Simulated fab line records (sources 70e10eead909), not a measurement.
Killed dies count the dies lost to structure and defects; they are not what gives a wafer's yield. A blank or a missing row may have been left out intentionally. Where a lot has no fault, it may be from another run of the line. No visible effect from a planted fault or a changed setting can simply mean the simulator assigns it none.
Chamber matching || flow nand_harc || NHARC_A_STAIRCASE_DESCUM_219 on rie_diel-12: 4 sister chambers
The step chemistry O2, time 3 s. 4 wafers are shown with their chamber, then 12 later ones without.

EACH WAFER AND ITS CHAMBER
{"wafer": "L088.3", "chamber": 1, "showerhead_plenum_p_Torr (Torr)": 2.06}
{"wafer": "L089.1", "chamber": 2, "showerhead_plenum_p_Torr (Torr)": 1.81}
{"wafer": "L089.2", "chamber": 0, "showerhead_plenum_p_Torr (Torr)": 1.99}
{"wafer": "L089.5", "chamber": 3, "showerhead_plenum_p_Torr (Torr)": 1.97}

WAFERS WITH NO CHAMBER GIVEN
{"wafer": "L093.1", "showerhead_plenum_p_Torr (Torr)": 1.99}
{"wafer": "L093.2", "showerhead_plenum_p_Torr (Torr)": 2.06}
{"wafer": "L093.6", "showerhead_plenum_p_Torr (Torr)": 1.81}
{"wafer": "L096.2", "showerhead_plenum_p_Torr (Torr)": 2.06}
{"wafer": "L096.4", "showerhead_plenum_p_Torr (Torr)": 1.80}
{"wafer": "L096.5", "showerhead_plenum_p_Torr (Torr)": 2.06}
{"wafer": "L097.2", "showerhead_plenum_p_Torr (Torr)": 1.98}
{"wafer": "L097.4", "showerhead_plenum_p_Torr (Torr)": 1.97}
{"wafer": "L097.6", "showerhead_plenum_p_Torr (Torr)": 1.97}
{"wafer": "L094.1", "showerhead_plenum_p_Torr (Torr)": 1.80}
{"wafer": "L094.4", "showerhead_plenum_p_Torr (Torr)": 1.98}
{"wafer": "L094.6", "showerhead_plenum_p_Torr (Torr)": 1.98}

EACH ONE'S CHAMBER
{"wafer": "L093.1", "from the rows above": 0, "in truth": 0}
{"wafer": "L093.2", "from the rows above": 1, "in truth": 1}
{"wafer": "L093.6", "from the rows above": 2, "in truth": 2}
{"wafer": "L096.2", "from the rows above": 1, "in truth": 1}
{"wafer": "L096.4", "from the rows above": 2, "in truth": 2}
{"wafer": "L096.5", "from the rows above": 1, "in truth": 1}
{"wafer": "L097.2", "from the rows above": "can't be placed: 0 or 3", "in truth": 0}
{"wafer": "L097.4", "from the rows above": 3, "in truth": 3}
{"wafer": "L097.6", "from the rows above": 3, "in truth": 3}
{"wafer": "L094.1", "from the rows above": 2, "in truth": 2}
{"wafer": "L094.4", "from the rows above": "can't be placed: 0 or 3", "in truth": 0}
{"wafer": "L094.6", "from the rows above": "can't be placed: 0 or 3", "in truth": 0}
9 of 12 placed correctly. Unplaceable from these rows: 3, with the true chamber sitting among the candidates in 3. Placed wrongly: 0.
How it was worked out, from the rows above alone: a wafer's distance from a chamber is the root of the sum, over the readings, of the square of ((its reading less the chamber's mean) divided by the reading's scatter). If the next closest chamber is less than 2 further off than the closest, the wafer can't be placed; otherwise it belongs to the closest. A chamber's mean is the mean of its shown wafers. The scatter (one wafer shown for each chamber): square how far every hidden wafer sits from the nearest shown wafer, average those squares and take the square root.
